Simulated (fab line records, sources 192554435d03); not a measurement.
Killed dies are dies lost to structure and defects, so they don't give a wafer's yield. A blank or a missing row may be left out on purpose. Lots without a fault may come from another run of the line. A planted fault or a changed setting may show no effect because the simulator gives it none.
fab line records | flow n5_finfet
record lots=11 wafers=31 last_day=16
route steps=1938 shown BEOL_M8@1369 BEOL_M9@1402
lots that met no fault: from a run of the same line without faults
start_h: hours from the record's first day to the start of the lot's first wafer shown | wait_h: hours since the lot's step before | " the same as in the row above | L1.1+2: a row that stands for several wafers | - no value, or no start given | * or withheld: withheld | < > ~ a bound
route shown NAME@n: a module of which the file shows steps, and the number in the route of the first | usual: mean/standard deviation of fault-free wafers | same: alike in all rows | chamber/n: place in a boat | sites: the reading at each site | _std_site: their standard deviation | _edge_site: outer sites' mean less inner sites' | radius_mm: how far each site lies from the wafer's centre | mask NAME#n: copy n | behind: the tool/chamber that last shaped the wafer | hold: why the lot was held/for how many hours/how that ended | device: the transistor (n, p or np) that didn't switch | end of line: the same wafers' tests at the end of the route | a step without rows: its recipe alone | killed: dies lost to structure and defects at the first sort, not the wafer's yield | map: a wafer's dies, x killed, . not, _ none there
set.NAME: the setting as run; set.NAME@STEP: as run at that earlier step | model.NAME: the simulator's own value behind a step, which no gauge read
steps of the route over a sample of lots; a table a step, a row a wafer
services: from which hour (start_h, from the record's first day; less than 0 if before it) a tool's chamber was out of use, for how many hours, and why
## steps
# step N5_BEOL_M8_ETCH_72
# recipe chemistry=N2/H2 target=underlayer target_depth_a=65 mask_material=CAR-EUV time_s=5.2 ion_energy_ev=200 pressure_mtorr=30 source_w=840 bias_w=150 n2_flow_sccm=200 h2_flow_sccm=200 ends=cleared
# usual bias_w=150.0/0.5 drypump_motor_current_A=5.7/0.34 etch_rf_on_time_s=5.19/0.19 oes_product_au=0.68/0.065 rf_vpp_V=524.8/2.4 showerhead_plenum_p_Torr=2.58/0.078 throttle_valve_pct=17.91/0.27
# columns lot.wafer tool chamber start_h wait_h bias_w drypump_motor_current_A etch_rf_on_time_s oes_product_au rf_hours_counter_h rf_vpp_V showerhead_plenum_p_Torr throttle_valve_pct
L579.3 rie_diel-04 3 199.39 0.0 150.5 6.2 5.27 0.67 87 521.1 2.44 17.60
L579.4 " 2 " " 150.3 5.5 4.95 0.62 202 527.5 2.63 17.69
L579.6 " 3 " " 150.4 6.2 5.31 0.65 - 521.5 2.44 17.56
L580.3 rie_diel-04 1 231.97 0.0 150.0 5.4 5.33 0.59 228 523.2 2.50 17.64
L580.4 " 3 " " 150.0 6.1 5.21 0.66 98 520.2 2.44 17.59
L580.6 " 3 " " 150.2 6.2 5.20 0.66 - 521.9 2.44 17.55
L582.2 rie_diel-06 3 234.77 0.0 149.7 6.0 5.26 0.68 122 523.4 2.55 17.64
L582.4 " 3 " " 150.0 6.0 5.19 0.69 - 524.0 2.55 17.67
L582.6 " 2 " " 150.8 5.6 4.81 0.71 - 522.6 2.54 17.92
L586.1 rie_diel-01 3 251.94 0.0 150.6 5.6 5.28 0.69 93 527.6 2.56 17.98
L586.3 " 1 " " 150.0 5.6 5.31 0.60 223 525.6 2.63 18.46
L586.5 " 3 " " 150.0 5.5 5.28 0.69 - 522.4 2.56 18.00
L584.1 rie_diel-01 0 252.34 0.0 149.5 5.1 4.93 0.72 60 524.0 2.62 18.00
L584.2 " 1 " " 150.3 5.6 5.30 0.61 223 525.3 2.63 18.44
L584.5 " 0 " " 149.4 5.1 4.92 0.73 - 526.2 2.62 17.98
L587.3 rie_diel-06 3 266.28 0.0 149.9 6.1 5.28 0.67 132 524.9 2.55 17.69
L587.4 " 0 " " 148.5 5.6 5.39 0.67 82 522.6 2.50 17.78
L587.5 " 2 " " 149.5 5.6 4.85 0.69 - 524.8 2.54 17.95
L589.5 rie_diel-01 0 280.22 0.0 149.7 5.1 5.03 0.71 - 526.2 2.61 17.98
L589.6 " 1 " " 150.3 5.6 5.30 0.60 - 526.0 2.63 18.46
L591.2 rie_diel-04 2 284.78 0.0 149.4 5.5 4.89 0.60 232 525.3 2.62 17.76
L591.4 " 2 " " 149.9 5.5 4.94 0.60 - 526.6 2.62 17.74
L591.6 " 1 " " 149.9 5.4 5.27 0.57 - 521.3 2.49 17.70
L590.1 rie_diel-01 0 292.27 0.0 149.8 5.1 5.04 0.70 75 523.6 2.61 17.99
L590.4 " 2 " " 149.5 5.8 5.39 0.75 28 527.6 2.71 18.01
L590.5 " 2 " " 149.9 5.8 5.40 0.76 - 529.2 2.71 18.00
L593.3 rie_diel-06 2 298.45 0.0 150.2 5.7 4.88 0.69 129 524.9 2.53 17.93
L593.5 " 2 " " 150.6 5.7 4.90 0.69 - 525.4 2.53 17.92
L593.6 " 1 " " 150.3 5.9 4.87 0.81 - 523.3 2.59 17.61
L594.1 rie_diel-01 3 304.83 0.0 150.5 5.5 5.29 0.67 112 524.2 2.56 18.01
L594.2 " 2 " " 150.0 5.9 5.42 0.73 33 528.7 2.71 18.02
# step N5_BEOL_M8_CVD_78
# recipe material=Co target_thk_a=20 temp_c=withheld precursor=CCTBA/H2 pressure_torr=30 time_s=142.3
# usual run_length_s=165.0/0.34
# columns lot.wafer tool chamber start_h wait_h run_length_s
L579.3 cvd_co-01 2 202.25 0.1 164.5
L579.4 " 1 " " 164.6
L579.6 " 0 " " 165.7
L580.3 cvd_co-01 1 235.02 0.0 164.7
L580.4 " 0 " " 165.5
L580.6 " 2 " " 164.4
L582.2 cvd_co-02 0 236.63 0.0 164.7
L582.4 " 1 " " 165.3
L582.6 " 2 " " 165.2
L586.1 cvd_co-02 0 253.68 0.0 165.5
L586.3 " 1 " " 165.3
L586.5 " 0 " " 165.5
L584.1 cvd_co-01 0 254.09 0.0 164.9
L584.2 " 1 " " 164.7
L584.5 " 2 " " 164.6
L587.3 cvd_co-02 0 269.31 0.0 164.7
L587.4 " 1 " " 165.4
L587.5 " 2 " " 165.4
L589.5 cvd_co-01 0 282.32 0.1 165.2
L589.6 " 2 " " 164.8
L591.2 cvd_co-02 2 286.59 0.0 165.2
L591.4 " 2 " " 165.0
L591.6 " 0 " " 164.7
L590.1 cvd_co-01 0 293.95 0.0 164.9
L590.4 " 0 " " 165.0
L590.5 " 1 " " 165.0
L593.3 cvd_co-02 2 299.92 0.0 165.0
L593.5 " 2 " " 165.0
L593.6 " 0 " " 164.8
L594.1 cvd_co-01 2 306.39 0.1 164.7
L594.2 " 0 " " 94.7
# step N5_BEOL_M8_THK_MEAS_53
# recipe thk_meas_gauge=xrf reads=Cu_of_BEOL_M8_ECD_50
# usual M8_THK=81/3
# columns lot.wafer tool chamber start_h wait_h M8_THK[nm]
L579.3 film_metro-01 - 203.19 - 79
L579.4 " - " " 84
L579.6 " - " " 80
L580.3 film_metro-01 - 236.46 - 79
L580.4 " - " " 84
L580.6 " - " " 83
L582.2 film_metro-01 - 238.17 - 81
L582.4 " - " " 81
L582.6 " - " " 83
L586.1 film_metro-02 - 254.67 - 79
L586.3 " - " " 78
L586.5 " - " " 79
L584.1 film_metro-02 - 256.99 - 84
L584.2 " - " " 81
L584.5 " - " " 82
L587.3 film_metro-01 - 270.34 - 82
L587.4 " - " " 81
L587.5 " - " " 86
L589.5 film_metro-02 - 283.32 - 81
L589.6 " - " " 78
L591.2 film_metro-01 - 287.53 - 82
L591.4 " - " " 82
L591.6 " - " " 78
L590.1 film_metro-01 - 295.12 - 82
L590.4 " - " " 77
L590.5 " - " " 76
L593.3 film_metro-01 - 300.93 - 86
L593.5 " - " " 87
L593.6 " - " " 89
L594.1 film_metro-02 - 307.46 - 80
L594.2 " - " " 82
# step N5_BEOL_M9_CURE_71
# recipe temp_c=385 time_s=240 ambient=He/Ar material=SiCOH_lowk
# usual lamp_power_pct=52.31/0.057 wafer_temp_C_max=386.8/0.56
# columns lot.wafer tool chamber start_h wait_h lamp_power_pct wafer_temp_C_max
L579.3 uv_cure-02 0 203.63 0.2 52.32 387.1
L579.4 " 0 " " 52.39 386.7
L579.6 " 0 " " 52.27 387.0
L580.3 uv_cure-02 2 237.08 0.4 52.25 386.2
L580.4 " 2 " " 52.23 386.2
L580.6 " 2 " " 52.33 386.1
L582.2 uv_cure-03 1 238.63 0.2 52.38 386.5
L582.4 " 1 " " 52.34 386.9
L582.6 " 1 " " 52.25 386.9
L586.1 uv_cure-03 1 254.97 0.1 52.32 387.2
L586.3 " 1 " " 52.34 388.0
L586.5 " 1 " " 52.36 387.5
L584.1 uv_cure-02 1 257.26 0.0 52.30 386.8
L584.2 " 1 " " 52.35 387.2
L584.5 " 1 " " 52.40 386.7
L587.3 uv_cure-02 1 270.77 0.2 52.35 387.2
L587.4 " 1 " " 52.29 386.6
L587.5 " 1 " " 52.34 386.6
L589.5 uv_cure-03 1 283.91 0.3 52.25 386.6
L589.6 " 1 " " 52.35 387.5
L591.2 uv_cure-02 1 287.88 0.1 52.36 386.9
L591.4 " 1 " " 52.38 386.5
L591.6 " 1 " " 52.38 387.3
L590.1 uv_cure-01 0 295.40 0.0 52.30 386.5
L590.4 " 0 " " 52.25 385.9
L590.5 " 0 " " 52.25 386.0
L593.3 uv_cure-02 2 301.36 0.2 52.29 386.4
L593.5 " 2 " " 52.32 386.3
L593.6 " 2 " " 52.34 386.6
L594.1 uv_cure-03 2 307.73 0.0 52.28 386.7
L594.2 " 2 " " 52.34 387.4
## services
# columns tool chamber start_h hours kind
uv_cure-03 - 177.67 2.8 pm
uv_cure-01 - 177.78 2.8 pm
rie_diel-06 1 187.11 16.2 repair
cvd_co-02 - 198.93 0.9 repair
uv_cure-02 - 199.89 2.8 pm
rie_diel-01 2 201.16 - clean
rie_diel-01 2 201.16 - consumable_replace:focus_ring
rie_diel-01 2 201.16 - consumable_replace:showerhead
rie_diel-01 2 201.16 13.0 scheduled_down
rie_diel-01 2 201.16 13.0 vent_cycle
rie_diel-04 1 204.77 9.1 repair
uv_cure-01 - 232.86 7.5 pm
rie_diel-06 3 242.09 1.5 repair
rie_diel-06 0 242.48 1.3 repair
uv_cure-03 - 256.48 1.0 pm
cvd_co-01 1 260.15 4.1 repair
rie_diel-04 0 276.72 15.8 repair
uv_cure-01 - 277.48 14.6 pm
rie_diel-04 3 290.02 5.1 repair
rie_diel-04 2 293.54 9.1 repair
uv_cure-02 - 302.00 1.9 repair
rie_diel-04 1 302.68 - clean
rie_diel-04 1 302.68 - consumable_replace:focus_ring
rie_diel-04 1 302.68 12.8 scheduled_down
## key
first_sign step=N5_BEOL_M8_CVD_78 reading=run_length_s direction=down sigmas=99+ usual=* struck=*
effect none on later readings
met_at N5_BEOL_M8_CVD_78
struck_lots L594
struck_wafers L594.2
not_acting_at N5_BEOL_M8_ETCH_72,N5_BEOL_M8_THK_MEAS_53,N5_BEOL_M9_CURE_71
onset_between 293.95 306.39
fault kind=process_parameter_drift tool=cvd_co-01 chamber=- onset_h=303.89 steps=N5_BEOL_M8_CVD_78 channel=time_s offset=* shape=step end_h=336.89 scope=struck_wafers_only acts_in=* stated=*
